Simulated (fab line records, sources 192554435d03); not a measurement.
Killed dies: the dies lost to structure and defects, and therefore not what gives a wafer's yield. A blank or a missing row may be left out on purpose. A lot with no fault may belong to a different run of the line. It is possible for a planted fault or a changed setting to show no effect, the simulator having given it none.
Matching of chambers + flow n5_finfet + 3 sister chambers for N5_MOL_CONTACT_COAG_CO_FILL_22 on cvd_co-02
The step material Co, precursor CCTBA/H2, target thk 20 nm. 16 wafers are shown with their chamber, then 7 later ones without.

## WAFERS WITH THEIR CHAMBER
| wafer  | chamber | heater_power_outer_w (W) | heater_power_w (W) |
|--------|---------|--------------------------|--------------------|
| L734.1 | 0       | 133                      | 260                |
| L734.4 | 0       | 133                      | 258                |
| L734.6 | 1       | 125                      | 238                |
| L735.1 | 0       | 137                      | 250                |
| L735.2 | 2       | 119                      | 227                |
| L735.5 | 2       | 121                      | 231                |
| L737.1 | 0       | 132                      | 257                |
| L737.2 | 1       | 122                      | 239                |
| L737.6 | 0       | 128                      | 258                |
| L740.3 | 2       | 121                      | 222                |
| L740.5 | 0       | 132                      | 260                |
| L740.6 | 2       | 121                      | 234                |
| L741.1 | 1       | 122                      | 244                |
| L741.5 | 0       | 136                      | 248                |
| L741.6 | 1       | 125                      | 248                |
| L743.3 | 0       | 132                      | 252                |

SIGNATURES (averages over the wafers above)
| reading              | chamber 0 | chamber 1 | chamber 2 | scatter within a chamber |
|----------------------|-----------|-----------|-----------|--------------------------|
| heater_power_outer_w | 132.88    | 123.50    | 120.50    | 2.23                     |
| heater_power_w       | 255.38    | 242.25    | 228.50    | 4.8                      |
Rule: a wafer lies at a distance from a chamber equal to the root of the sum of squares, over the readings, of (its reading less the chamber's mean, divided by the reading's scatter). If the next closest chamber is less than 2 further off than the closest, the wafer can't be placed; otherwise it belongs to the closest. The scatter: the root of (the sum of the squares of (reading less its chamber's mean) over the shown wafers, divided by (wafers less chambers)).

## WAFERS WITHOUT THEIR CHAMBER
| wafer  | heater_power_outer_w (W) | heater_power_w (W) |
|--------|--------------------------|--------------------|
| L743.4 | 136                      | 265                |
| L743.6 | 118                      | 229                |
| L744.2 | 134                      | 254                |
| L744.3 | 122                      | 242                |
| L744.6 | 120                      | 226                |
| L753.1 | 135                      | 249                |
| L753.6 | 135                      | 261                |

## THE CHAMBER EACH PASSED THROUGH
| wafer  | from the rows above | in truth |
|--------|---------------------|----------|
| L743.4 | 0                   | 0        |
| L743.6 | 2                   | 2        |
| L744.2 | 0                   | 0        |
| L744.3 | 1                   | 1        |
| L744.6 | 2                   | 2        |
| L753.1 | 0                   | 0        |
| L753.6 | 0                   | 0        |
Placed correctly: 7 of 7. Number that these rows cannot place: 0. 0 placed wrongly.
